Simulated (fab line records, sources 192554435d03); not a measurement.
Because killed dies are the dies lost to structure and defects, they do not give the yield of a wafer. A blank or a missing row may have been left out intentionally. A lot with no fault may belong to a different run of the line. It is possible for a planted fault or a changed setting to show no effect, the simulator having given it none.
What tool caused it? :: flow n5_finfet :: 11 lots with 29 wafers sampled at 5 steps, on a route of 1938 steps

## WHAT THE GAUGES READ, wafer by wafer
The record holds no reading of a measuring or inspecting step that can be judged against a usual standard deviation.

## WHICH TOOL RAN EACH LOT (tool, then ch and the chambers of the sampled wafers, then the start)
lot: L969
N5_BEOL_M15_ETCH_38: rie_diel-03 ch 0,1,3, day 15 23:17 or earlier
N5_BEOL_M15_SPUTTER_43: pvd_sputter-02, day 15 23:17
N5_BEOL_M15_CMP_49: cmp-01 ch 1,2,3, day 16 00:17
N5_BEOL_M15_DEP_53: pecvd-01 ch 0,1,2, day 16 00:31
N5_PASSIVATION_PECVD_00: pecvd-01 ch 0,1, day 16 01:36

lot: L970
N5_BEOL_M15_ETCH_38: rie_diel-03 ch 1, day 16 14:50 or earlier
N5_BEOL_M15_SPUTTER_43: pvd_sputter-02, day 16 14:50
N5_BEOL_M15_CMP_49: cmp-04 ch 1,2, day 16 15:46
N5_BEOL_M15_DEP_53: pecvd-04 ch 0, day 16 16:08
N5_PASSIVATION_PECVD_00: pecvd-01 ch 0,1, day 16 17:14

lot: L971
N5_BEOL_M15_ETCH_38: rie_diel-02 ch 0,2,3, day 16 15:17 or earlier
N5_BEOL_M15_SPUTTER_43: pvd_sputter-03, day 16 15:17
N5_BEOL_M15_CMP_49: cmp-04 ch 1,3, day 16 16:07
N5_BEOL_M15_DEP_53: pecvd-01 ch 0,2, day 16 16:29
N5_PASSIVATION_PECVD_00: pecvd-03 ch 0,1,2, day 16 17:34

lot: L974
N5_BEOL_M15_ETCH_38: rie_diel-02 ch 1,3, day 17 06:44 or earlier
N5_BEOL_M15_SPUTTER_43: pvd_sputter-01, day 17 06:44
N5_BEOL_M15_CMP_49: cmp-01 ch 0,1,2, day 17 07:55
N5_BEOL_M15_DEP_53: pecvd-04 ch 1,2, day 17 08:11
N5_PASSIVATION_PECVD_00: pecvd-02 ch 0,2, day 17 09:16

lot: L975
N5_BEOL_M15_ETCH_38: rie_diel-06 ch 0,2,3, day 17 14:44 or earlier
N5_BEOL_M15_SPUTTER_43: pvd_sputter-02, day 17 14:44
N5_BEOL_M15_CMP_49: cmp-04 ch 2,3, day 17 15:40
N5_BEOL_M15_DEP_53: pecvd-03 ch 1,2, day 17 16:02
N5_PASSIVATION_PECVD_00: pecvd-03 ch 0,2, day 17 17:07

lot: L973
N5_BEOL_M15_ETCH_38: rie_diel-02 ch 0,1, day 17 14:42 or earlier
N5_BEOL_M15_SPUTTER_43: pvd_sputter-01, day 17 14:42
N5_BEOL_M15_CMP_49: cmp-03 ch 0,3, day 17 15:38
N5_BEOL_M15_DEP_53: pecvd-01 ch 0,1, day 17 15:56
N5_PASSIVATION_PECVD_00: pecvd-01 ch 0,1, day 17 17:01

lot: L978
N5_BEOL_M15_ETCH_38: rie_diel-03 ch 0,2, day 17 18:26 or earlier
N5_BEOL_M15_SPUTTER_43: pvd_sputter-02, day 17 18:26
N5_BEOL_M15_CMP_49: cmp-01 ch 0,3, day 17 19:18
N5_BEOL_M15_DEP_53: pecvd-03 ch 0,2, day 17 19:37
N5_PASSIVATION_PECVD_00: pecvd-03 ch 1,2, day 17 20:43

lot: L982
N5_BEOL_M15_ETCH_38: rie_diel-02 ch 0,1,2, day 18 23:48 or earlier
N5_BEOL_M15_SPUTTER_43: pvd_sputter-01, day 18 23:48
N5_BEOL_M15_CMP_49: cmp-04 ch 1,3, day 19 01:05
N5_BEOL_M15_DEP_53: pecvd-04 ch 0,2, day 19 01:27
N5_PASSIVATION_PECVD_00: pecvd-01 ch 1,2, day 19 02:42

lot: L986
N5_BEOL_M15_ETCH_38: rie_diel-02 ch 0,3, day 20 07:41 or earlier
N5_BEOL_M15_SPUTTER_43: pvd_sputter-02, day 20 07:41
N5_BEOL_M15_CMP_49: cmp-04 ch 0,3, day 20 08:44
N5_BEOL_M15_DEP_53: pecvd-01 ch 0, day 20 09:03
N5_PASSIVATION_PECVD_00: pecvd-01 ch 0,2, day 20 10:08

lot: L989
N5_BEOL_M15_ETCH_38: rie_diel-06 ch 0,3, day 21 02:53 or earlier
N5_BEOL_M15_SPUTTER_43: pvd_sputter-02, day 21 02:53
N5_BEOL_M15_CMP_49: cmp-04 ch 2,3, day 21 04:22
N5_BEOL_M15_DEP_53: pecvd-03 ch 0,1, day 21 04:43
N5_PASSIVATION_PECVD_00: pecvd-02 ch 0,1, day 21 05:48

lot: L990
N5_BEOL_M15_ETCH_38: rie_diel-03 ch 1,2, day 21 16:08 or earlier
N5_BEOL_M15_SPUTTER_43: pvd_sputter-03, day 21 16:08
N5_BEOL_M15_CMP_49: cmp-03 ch 0,1,2, day 21 17:01
N5_BEOL_M15_DEP_53: pecvd-04 ch 0,2, day 21 17:20
N5_PASSIVATION_PECVD_00: pecvd-02 ch 0, day 21 18:25
- N5_BEOL_M15_ETCH_38: etches SiCN in CF4/N2, target depth 106.4 nm, time 120.5 s.
- N5_BEOL_M15_SPUTTER_43: material TaN, target thk 15 nm, time 24.19 s.
- N5_BEOL_M15_CMP_49: polishes, stops on SiO2, t overpolish 4.9 s, target thk 850 nm.
- N5_BEOL_M15_DEP_53: deposits SiCN from 3MS/NH3, target thk 50 nm, time 17.8 s.
- N5_PASSIVATION_PECVD_00: deposits SiO2 from SiH4/N2O, target thk 200 nm, time 11.2 s.

## AS READ BY THE TOOLS THEMSELVES (means over the sampled wafers that have a number; for cases with no such wafer, the mark the record gives instead)
N5_BEOL_M15_ETCH_38.
lot: L969
tool: rie_diel-03
drypump_motor_current_A (A): 5.9
n2_flow_sccm (sccm): 60.08
oes_product_au (a.u.): 0.85
rf_vpp_V (V): 382.0
showerhead_plenum_p_Torr (Torr): 2.21
throttle_valve_pct (%): 15.4

lot: L970
tool: rie_diel-03
drypump_motor_current_A (A): 5.9
n2_flow_sccm (sccm): 60.02
oes_product_au (a.u.): 0.94
rf_vpp_V (V): 383.8
showerhead_plenum_p_Torr (Torr): 2.24
throttle_valve_pct (%): 15.0

lot: L971
tool: rie_diel-02
drypump_motor_current_A (A): 5.7
n2_flow_sccm (sccm): 60.02
oes_product_au (a.u.): 0.74
rf_vpp_V (V): 380.6
showerhead_plenum_p_Torr (Torr): 2.18
throttle_valve_pct (%): 15.6

lot: L974
tool: rie_diel-02
drypump_motor_current_A (A): 5.2
n2_flow_sccm (sccm): 59.94
oes_product_au (a.u.): 0.76
rf_vpp_V (V): 383.4
showerhead_plenum_p_Torr (Torr): 2.28
throttle_valve_pct (%): 15.4

lot: L975
tool: rie_diel-06
drypump_motor_current_A (A): 5.6
n2_flow_sccm (sccm): 60.04
oes_product_au (a.u.): 0.80
rf_vpp_V (V): 383.5
showerhead_plenum_p_Torr (Torr): 2.26
throttle_valve_pct (%): 15.4

lot: L973
tool: rie_diel-02
drypump_motor_current_A (A): 5.3
n2_flow_sccm (sccm): 59.86
oes_product_au (a.u.): 0.75
rf_vpp_V (V): 381.4
showerhead_plenum_p_Torr (Torr): 2.17
throttle_valve_pct (%): 15.7

lot: L978
tool: rie_diel-03
drypump_motor_current_A (A): 5.6
n2_flow_sccm (sccm): 59.88
oes_product_au (a.u.): 0.91
rf_vpp_V (V): 382.7
showerhead_plenum_p_Torr (Torr): 2.25
throttle_valve_pct (%): 15.2

lot: L982
tool: rie_diel-02
drypump_motor_current_A (A): 5.5
n2_flow_sccm (sccm): 60.08
oes_product_au (a.u.): 0.80
rf_vpp_V (V): 382.5
showerhead_plenum_p_Torr (Torr): 2.23
throttle_valve_pct (%): 15.6

lot: L986
tool: rie_diel-02
drypump_motor_current_A (A): 5.6
n2_flow_sccm (sccm): 60.08
oes_product_au (a.u.): 0.75
rf_vpp_V (V): 381.5
showerhead_plenum_p_Torr (Torr): 2.21
throttle_valve_pct (%): 15.4

lot: L989
tool: rie_diel-06
drypump_motor_current_A (A): 5.6
n2_flow_sccm (sccm): 60.06
oes_product_au (a.u.): 0.82
rf_vpp_V (V): 382.0
showerhead_plenum_p_Torr (Torr): 2.21
throttle_valve_pct (%): 15.4

lot: L990
tool: rie_diel-03
drypump_motor_current_A (A): 5.9
n2_flow_sccm (sccm): 59.77
oes_product_au (a.u.): 0.87
rf_vpp_V (V): 383.5
showerhead_plenum_p_Torr (Torr): 2.26
throttle_valve_pct (%): 15.0

N5_BEOL_M15_SPUTTER_43.
lot: L969
tool: pvd_sputter-02
throttle_valve_pct (%): 30.1

lot: L970
tool: pvd_sputter-02
throttle_valve_pct (%): 29.8

lot: L971
tool: pvd_sputter-03
throttle_valve_pct (%): 31.0

lot: L974
tool: pvd_sputter-01
throttle_valve_pct (%): 30.8

lot: L975
tool: pvd_sputter-02
throttle_valve_pct (%): 30.4

lot: L973
tool: pvd_sputter-01
throttle_valve_pct (%): 31.6

lot: L978
tool: pvd_sputter-02
throttle_valve_pct (%): 29.7

lot: L982
tool: pvd_sputter-01
throttle_valve_pct (%): 31.2

lot: L986
tool: pvd_sputter-02
throttle_valve_pct (%): 30.8

lot: L989
tool: pvd_sputter-02
throttle_valve_pct (%): 29.9

lot: L990
tool: pvd_sputter-03
throttle_valve_pct (%): 30.3

N5_BEOL_M15_CMP_49.
lot: L969
tool: cmp-01
barrier_field_endpoint_s (s): 11.21
motor_current_A (A): 7.9

lot: L970
tool: cmp-04
barrier_field_endpoint_s (s): 11.07
motor_current_A (A): 8.3

lot: L971
tool: cmp-04
barrier_field_endpoint_s (s): 11.45
motor_current_A (A): 8.4

lot: L974
tool: cmp-01
barrier_field_endpoint_s (s): 11.54
motor_current_A (A): 8.5

lot: L975
tool: cmp-04
barrier_field_endpoint_s (s): 11.61
motor_current_A (A): 8.0

lot: L973
tool: cmp-03
barrier_field_endpoint_s (s): 11.11
motor_current_A (A): 8.8

lot: L978
tool: cmp-01
barrier_field_endpoint_s (s): 11.38
motor_current_A (A): 7.8

lot: L982
tool: cmp-04
barrier_field_endpoint_s (s): 10.99
motor_current_A (A): 8.5

lot: L986
tool: cmp-04
barrier_field_endpoint_s (s): 12.59
motor_current_A (A): 7.9

lot: L989
tool: cmp-04
barrier_field_endpoint_s (s): 12.58
motor_current_A (A): 8.2

lot: L990
tool: cmp-03
barrier_field_endpoint_s (s): 11.48
motor_current_A (A): 8.0

N5_BEOL_M15_DEP_53.
lot: L969
tool: pecvd-01
showerhead_plenum_p_Torr (Torr): 4.174
showerhead_vpp_V (V): 1579
throttle_valve_pct (%): 17.8

lot: L970
tool: pecvd-04
showerhead_plenum_p_Torr (Torr): 4.133
showerhead_vpp_V (V): 1628
throttle_valve_pct (%): 18.4

lot: L971
tool: pecvd-01
showerhead_plenum_p_Torr (Torr): 4.159
showerhead_vpp_V (V): 1604
throttle_valve_pct (%): 18.6

lot: L974
tool: pecvd-04
showerhead_plenum_p_Torr (Torr): 4.150
showerhead_vpp_V (V): 1690
throttle_valve_pct (%): 17.9

lot: L975
tool: pecvd-03
showerhead_plenum_p_Torr (Torr): 4.186
showerhead_vpp_V (V): 1650
throttle_valve_pct (%): 18.2

lot: L973
tool: pecvd-01
showerhead_plenum_p_Torr (Torr): 4.178
showerhead_vpp_V (V): 1570
throttle_valve_pct (%): 18.2

lot: L978
tool: pecvd-03
showerhead_plenum_p_Torr (Torr): 4.181
showerhead_vpp_V (V): 1643
throttle_valve_pct (%): 18.0

lot: L982
tool: pecvd-04
showerhead_plenum_p_Torr (Torr): 4.154
showerhead_vpp_V (V): 1683
throttle_valve_pct (%): 17.7

lot: L986
tool: pecvd-01
showerhead_plenum_p_Torr (Torr): 4.155
showerhead_vpp_V (V): 1590
throttle_valve_pct (%): 19.2

lot: L989
tool: pecvd-03
showerhead_plenum_p_Torr (Torr): 4.153
showerhead_vpp_V (V): 1613
throttle_valve_pct (%): 18.8

lot: L990
tool: pecvd-04
showerhead_plenum_p_Torr (Torr): 4.157
showerhead_vpp_V (V): 1689
throttle_valve_pct (%): 17.9

N5_PASSIVATION_PECVD_00.
lot: L969
tool: pecvd-01
heater_power_w (W): 672
showerhead_plenum_p_Torr (Torr): 8.28
showerhead_vpp_V (V): 1470
throttle_valve_pct (%): 51.2

lot: L970
tool: pecvd-01
heater_power_w (W): 648
showerhead_plenum_p_Torr (Torr): 8.25
showerhead_vpp_V (V): 1494
throttle_valve_pct (%): 52.0

lot: L971
tool: pecvd-03
heater_power_w (W): 567
showerhead_plenum_p_Torr (Torr): 8.20
showerhead_vpp_V (V): 1557
throttle_valve_pct (%): 52.1

lot: L974
tool: pecvd-02
heater_power_w (W): 662
showerhead_plenum_p_Torr (Torr): 8.21
showerhead_vpp_V (V): 1541
throttle_valve_pct (%): 52.3

lot: L975
tool: pecvd-03
heater_power_w (W): 623
showerhead_plenum_p_Torr (Torr): 8.29
showerhead_vpp_V (V): 1555
throttle_valve_pct (%): 50.9

lot: L973
tool: pecvd-01
heater_power_w (W): 652
showerhead_plenum_p_Torr (Torr): 8.24
showerhead_vpp_V (V): 1476
throttle_valve_pct (%): 52.1

lot: L978
tool: pecvd-03
heater_power_w (W): 692
showerhead_plenum_p_Torr (Torr): 8.24
showerhead_vpp_V (V): 1568
throttle_valve_pct (%): 52.1

lot: L982
tool: pecvd-01
heater_power_w (W): 583
showerhead_plenum_p_Torr (Torr): 8.30
showerhead_vpp_V (V): 1477
throttle_valve_pct (%): 49.0

lot: L986
tool: pecvd-01
heater_power_w (W): 542
showerhead_plenum_p_Torr (Torr): 8.19
showerhead_vpp_V (V): 1504
throttle_valve_pct (%): 52.0

lot: L989
tool: pecvd-02
heater_power_w (W): 673
showerhead_plenum_p_Torr (Torr): 8.09
showerhead_vpp_V (V): 1544
throttle_valve_pct (%): 50.1

lot: L990
tool: pecvd-02
heater_power_w (W): 736
showerhead_plenum_p_Torr (Torr): 8.18
showerhead_vpp_V (V): 1556
throttle_valve_pct (%): 52.8

## THE ANSWER, worked out from the rows above alone
Rule: usual is defined by the lots themselves. Put in order of their means at a reading, lots are off if they are a third of the lots or fewer, leave a main group of 4 or more, and stand apart from it by a gap of 3 or more times the standard deviation of the main group's means; of several such gaps the widest counts. Not used: any main group whose means are identical at the precision the tables above print for the reading. A lot without any number at a reading at which 4 lots or more have one is off too. The other lots that the step has rows for count as sound. After the gauges, taken in route order, come the tools' own readings; for these a lot's mean is taken, as printed above. The first step at which some lot is off is used, and at that step the reading that is off furthest; a lot without a number counts as furthest.
Off at N5_BEOL_M15_CMP_49 (barrier_field_endpoint_s): L986, L989. Main group: mean 11.32 s, sd 0.21.
If a tool, at that step or one of the process steps before it, ran each lot that is off and ran no sound lot following the first of them, it fits. N5_BEOL_M15_ETCH_38: start missing for some lots; hours and lot order therefore follow N5_BEOL_M15_SPUTTER_43. This does not decide it: 2 tools fit, namely pvd_sputter-02 at N5_BEOL_M15_SPUTTER_43 and cmp-04 at N5_BEOL_M15_CMP_49.

## WHAT THE SIMULATOR HAD INSERTED
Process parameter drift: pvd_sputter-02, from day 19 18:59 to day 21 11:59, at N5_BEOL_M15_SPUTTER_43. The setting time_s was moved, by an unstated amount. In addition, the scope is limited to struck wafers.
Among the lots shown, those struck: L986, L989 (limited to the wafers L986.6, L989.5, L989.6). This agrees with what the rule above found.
